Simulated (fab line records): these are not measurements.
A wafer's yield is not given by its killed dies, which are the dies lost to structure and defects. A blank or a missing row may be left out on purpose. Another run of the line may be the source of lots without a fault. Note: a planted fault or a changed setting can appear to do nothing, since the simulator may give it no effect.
Matching of chambers || flow n5Finfet || rieDiel-04 running N5_GATE_CUT_STRIP_41: 4 sister chambers
The step strips in CF4. 20 wafers are shown with their chamber, then 10 later ones without.

== WAFERS PAIRED WITH THEIR CHAMBERS ==
{"wafer": "L076.2", "chamber": 2, "drypumpMotorCurrentA (A)": 4.9, "throttleValvePct (%)": 13.71, "rfVppV (V)": 272.7}
{"wafer": "L076.3", "chamber": 3, "drypumpMotorCurrentA (A)": 5.9, "throttleValvePct (%)": 13.82, "rfVppV (V)": 268.5}
{"wafer": "L076.4", "chamber": 0, "drypumpMotorCurrentA (A)": 5.3, "throttleValvePct (%)": 13.52, "rfVppV (V)": 272.7}
{"wafer": "L078.1", "chamber": 1, "drypumpMotorCurrentA (A)": 6.2, "throttleValvePct (%)": 13.48, "rfVppV (V)": 273.1}
{"wafer": "L078.2", "chamber": 3, "drypumpMotorCurrentA (A)": 5.9, "throttleValvePct (%)": 13.81, "rfVppV (V)": 270.2}
{"wafer": "L078.4", "chamber": 0, "drypumpMotorCurrentA (A)": 5.3, "throttleValvePct (%)": 13.55, "rfVppV (V)": 272.9}
{"wafer": "L080.1", "chamber": 0, "drypumpMotorCurrentA (A)": 5.3, "throttleValvePct (%)": 13.55, "rfVppV (V)": 272.7}
{"wafer": "L080.2", "chamber": 2, "drypumpMotorCurrentA (A)": 4.9, "throttleValvePct (%)": 13.71, "rfVppV (V)": 271.8}
{"wafer": "L080.5", "chamber": 1, "drypumpMotorCurrentA (A)": 6.2, "throttleValvePct (%)": 13.48, "rfVppV (V)": 272.2}
{"wafer": "L081.2", "chamber": 1, "drypumpMotorCurrentA (A)": 6.3, "throttleValvePct (%)": 13.50, "rfVppV (V)": 272.8}
{"wafer": "L081.3", "chamber": 2, "drypumpMotorCurrentA (A)": 4.9, "throttleValvePct (%)": 13.71, "rfVppV (V)": 272.7}
{"wafer": "L081.6", "chamber": 3, "drypumpMotorCurrentA (A)": 5.9, "throttleValvePct (%)": 13.84, "rfVppV (V)": 268.5}
{"wafer": "L082.1", "chamber": 2, "drypumpMotorCurrentA (A)": 4.8, "throttleValvePct (%)": 13.74, "rfVppV (V)": 272.9}
{"wafer": "L082.4", "chamber": 0, "drypumpMotorCurrentA (A)": 5.3, "throttleValvePct (%)": 13.55, "rfVppV (V)": 271.4}
{"wafer": "L082.5", "chamber": 2, "drypumpMotorCurrentA (A)": 4.9, "throttleValvePct (%)": 13.74, "rfVppV (V)": 273.2}
{"wafer": "L085.1", "chamber": 0, "drypumpMotorCurrentA (A)": 5.3, "throttleValvePct (%)": 13.57, "rfVppV (V)": 272.6}
{"wafer": "L085.3", "chamber": 1, "drypumpMotorCurrentA (A)": 6.3, "throttleValvePct (%)": 13.50, "rfVppV (V)": 272.6}
{"wafer": "L085.5", "chamber": 0, "drypumpMotorCurrentA (A)": 5.3, "throttleValvePct (%)": 13.57, "rfVppV (V)": 272.9}
{"wafer": "L086.1", "chamber": 1, "drypumpMotorCurrentA (A)": 6.3, "throttleValvePct (%)": 13.51, "rfVppV (V)": 271.3}
{"wafer": "L086.2", "chamber": 0, "drypumpMotorCurrentA (A)": 5.3, "throttleValvePct (%)": 13.57, "rfVppV (V)": 272.1}

SIGNATURES (means of the wafers above)
{"reading": "drypumpMotorCurrentA", "chamber 0": 5.300, "chamber 1": 6.260, "chamber 2": 4.880, "chamber 3": 5.900, "scatter within a chamber": 0.0354}
{"reading": "throttleValvePct", "chamber 0": 13.5543, "chamber 1": 13.4940, "chamber 2": 13.7220, "chamber 3": 13.8233, "scatter within a chamber": 0.0163}
{"reading": "rfVppV", "chamber 0": 272.471, "chamber 1": 272.400, "chamber 2": 272.660, "chamber 3": 269.067, "scatter within a chamber": 0.649}
Rule: a wafer lies at a distance from a chamber equal to the root of the sum of squares, over the readings, of (its reading less the chamber's mean, divided by the reading's scatter). If the next closest chamber is less than 2 further off than the closest, the wafer can't be placed; otherwise it belongs to the closest. The scatter is the square root of a quotient: the sum, over the shown wafers, of each reading's squared deviation from its chamber's mean, divided by wafers minus chambers.

== WAFERS WITH NO CHAMBER GIVEN ==
{"wafer": "L086.6", "drypumpMotorCurrentA (A)": 5.9, "throttleValvePct (%)": 13.87, "rfVppV (V)": 269.5}
{"wafer": "L088.1", "drypumpMotorCurrentA (A)": 5.3, "throttleValvePct (%)": 13.58, "rfVppV (V)": 273.0}
{"wafer": "L088.2", "drypumpMotorCurrentA (A)": 4.9, "throttleValvePct (%)": 13.74, "rfVppV (V)": 271.6}
{"wafer": "L088.5", "drypumpMotorCurrentA (A)": 6.3, "throttleValvePct (%)": 13.51, "rfVppV (V)": 273.3}
{"wafer": "L094.3", "drypumpMotorCurrentA (A)": 5.9, "throttleValvePct (%)": 13.89, "rfVppV (V)": 269.9}
{"wafer": "L094.4", "drypumpMotorCurrentA (A)": 4.9, "throttleValvePct (%)": 13.77, "rfVppV (V)": 273.2}
{"wafer": "L094.6", "drypumpMotorCurrentA (A)": 6.3, "throttleValvePct (%)": 13.54, "rfVppV (V)": 272.9}
{"wafer": "L095.1", "drypumpMotorCurrentA (A)": 5.3, "throttleValvePct (%)": 13.60, "rfVppV (V)": 271.5}
{"wafer": "L095.5", "drypumpMotorCurrentA (A)": 5.9, "throttleValvePct (%)": 13.90, "rfVppV (V)": 269.3}
{"wafer": "L095.6", "drypumpMotorCurrentA (A)": 5.3, "throttleValvePct (%)": 13.61, "rfVppV (V)": 272.7}

== THE CHAMBER EACH PASSED THROUGH ==
{"wafer": "L086.6", "from the rows above": 3, "in truth": 3}
{"wafer": "L088.1", "from the rows above": 0, "in truth": 0}
{"wafer": "L088.2", "from the rows above": 2, "in truth": 2}
{"wafer": "L088.5", "from the rows above": 1, "in truth": 1}
{"wafer": "L094.3", "from the rows above": 3, "in truth": 3}
{"wafer": "L094.4", "from the rows above": 2, "in truth": 2}
{"wafer": "L094.6", "from the rows above": 1, "in truth": 1}
{"wafer": "L095.1", "from the rows above": 0, "in truth": 0}
{"wafer": "L095.5", "from the rows above": 3, "in truth": 3}
{"wafer": "L095.6", "from the rows above": 0, "in truth": 0}
Placed correctly: 10 of 10. Number that these rows cannot place: 0. Number placed wrongly: 0.
